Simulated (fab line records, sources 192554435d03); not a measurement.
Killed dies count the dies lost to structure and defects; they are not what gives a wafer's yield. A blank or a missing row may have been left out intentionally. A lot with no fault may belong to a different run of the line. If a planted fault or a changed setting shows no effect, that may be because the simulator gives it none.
Code-filled problem report in 8D (eight disciplines) form || flow n5Finfet || the parts of the form that need people (team, actions taken, sign-off) are left out

1. THE ISSUE
Wafers with no fault read 150.7 nm with a standard deviation of 2.5, whereas trenchDepthNm at N5_BEOL_M9_OCD_MEAS_38 reads a mean of 126.2 nm on 1 wafer of 1 lot. That is -9.8 standard deviations from the usual mean.
Earliest sighting: wafer L107.3 on ocd-02 at day 13 14:55. The record holds 26 wafers of 9 lots with a number at this step. Rule for "out" (also "out of limits"): further than 4 standard deviations from the usual mean. Any other wafer with a number is counted as sound.

2. WHAT IT IS AND WHAT IT IS NOT
{"question": "which readings at this step", "is": "trenchDepthNm", "is not": "-"}
{"question": "which lots", "is": "L107", "is not": "L100, L102, L112, L115, L995, L997, L998, L999"}
{"question": "which wafers of those lots", "is": "L107.3", "is not": "L107.1, L107.2"}
{"question": "read on which gauges", "is": "ocd-02", "is not": "ocd-01"}
{"question": "when", "is": "from day 13 14:55", "is not": "up to then (20 sound wafers); but 5 sound wafers of L112, L115 came after"}

3. SUSPECTS, AND WHAT RULES EACH OUT
Counting: any tool at a process step up to the reading remains a suspect provided it ran every lot that is out. Sound lots after the first of them don't rule it out here, since some wafers of a struck lot are sound.
- the gauge at N5_BEOL_M9_OCD_MEAS_38: ruled out. All the wafers that are out were read on ocd-02, but those of them that N5_PASSIVATION_PROBE_49 has rows for are out there too, on other tools.
- pvdSputter-02 at N5_BEOL_M9_HM_DEP_02 (deposits TiN, target thk 20 nm): kept. L107, the lot that is out, went through it at day 13 12:06; up to then, the latest sound lot through it was L102 at day 12 12:26.
- rieDiel-05 at N5_BEOL_M9_ETCH_61 (etches SiARC in CF4, target depth 39 nm, time 65 s): kept. L107, the lot that is out, went through it at day 13 12:43; up to then, the latest sound lot through it was L102 at day 12 13:04.
- rieMetal-02 at N5_BEOL_M9_HM_OPEN_17 (chemistry Cl2/BCl3, target TiN, target depth 20 nm, overetch 6 nm): kept. L107, the lot that is out, went through it at day 13 12:58; up to then, the latest sound lot through it was L997 at day 10 20:41.
- At N5_BEOL_M9_ETCH_61, inside rieDiel-05: chamber 3 took the wafers that are out, while their sound lot-mates went through chambers 0, 2.
The count leaves pvdSputter-02 at N5_BEOL_M9_HM_DEP_02, rieDiel-05 at N5_BEOL_M9_ETCH_61, and rieMetal-02 at N5_BEOL_M9_HM_OPEN_17.

4. THE CAUSE (what the simulator had put in)
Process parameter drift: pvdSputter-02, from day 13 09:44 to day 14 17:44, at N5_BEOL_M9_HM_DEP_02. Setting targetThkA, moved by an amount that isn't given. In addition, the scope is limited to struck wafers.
3 suspects survive the count, and this tool is in that group.

5. THE EFFECT CHAIN, in route order
One row per reading whose mean, taken over the struck wafers that have a number, lies over 3 standard deviations from the usual. Readings are gone through only where the record gives a usual standard deviation; hours: the median, over the lots, of the time from a lot's start at the first step in this table giving one to that lot's start at this step; sigmas: the change measured in usual standard deviations.
{"hours": 0, "step": "N5_BEOL_M9_HM_OPEN_17", "reading": "oesProductAu", "usual": "0.67 a.u.", "on struck wafers": 0.92, "change": "+0.25", "sigmas": "+3.9"}
{"hours": 2, "step": "N5_BEOL_M9_OCD_MEAS_38", "reading": "trenchDepthNm", "usual": "150.7 nm", "on struck wafers": 126.2, "change": -24.5, "sigmas": -9.8}
{"hours": 64, "step": "N5_PASSIVATION_PROBE_49", "reading": "defectLimitedYield", "usual": "91.3 %", "on struck wafers": 75.7, "change": -15.6, "sigmas": -12}
{"hours": 64, "step": "N5_PASSIVATION_PROBE_49", "reading": "killed_at_M4_up", "usual": 13, "on struck wafers": 207, "change": "+194", "sigmas": "+42"}
{"hours": 64, "step": "N5_PASSIVATION_PROBE_49", "reading": "killedDies", "usual": 102, "on struck wafers": 287, "change": "+185", "sigmas": "+12"}
{"hours": 64, "step": "N5_PASSIVATION_PROBE_49", "reading": "killedOnRim", "usual": 13, "on struck wafers": 99, "change": "+86", "sigmas": "+22"}
{"hours": 64, "step": "N5_PASSIVATION_PROBE_49", "reading": "sort_bin_5_function", "usual": "5.1 %", "on struck wafers": 20.8, "change": "+15.7", "sigmas": "+17"}
{"hours": 64, "step": "N5_PASSIVATION_PROBE_49", "reading": "sortNPass", "usual": 1078, "on struck wafers": 893, "change": -185, "sigmas": -12}
{"hours": 64, "step": "N5_PASSIVATION_PROBE_49", "reading": "sortYieldPct", "usual": "91.3 %", "on struck wafers": 75.7, "change": -15.6, "sigmas": -12}
It contains these process steps:
- N5_BEOL_M9_HM_OPEN_17: chemistry Cl2/BCl3, target TiN, target depth 20 nm, overetch 6 nm.
- N5_PASSIVATION_PROBE_49

6. HOW IT WOULD HAVE BEEN CAUGHT EARLIER
5 hours passed between the start of the fault at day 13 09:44 and the first reading out of limits at a measuring or inspecting step in this record, taken at day 13 14:55.
Of the tool readings at N5_BEOL_M9_HM_DEP_02 for which the record gives a usual standard deviation, none was out on any struck wafer, so an alarm limit of 4 standard deviations on them would not have fired.
Each of the lots that are out, 1 in all, had begun N5_BEOL_M9_HM_DEP_02 on pvdSputter-02 no later than day 13 14:55. Had the tool been put on hold then, not one of them would have been saved.
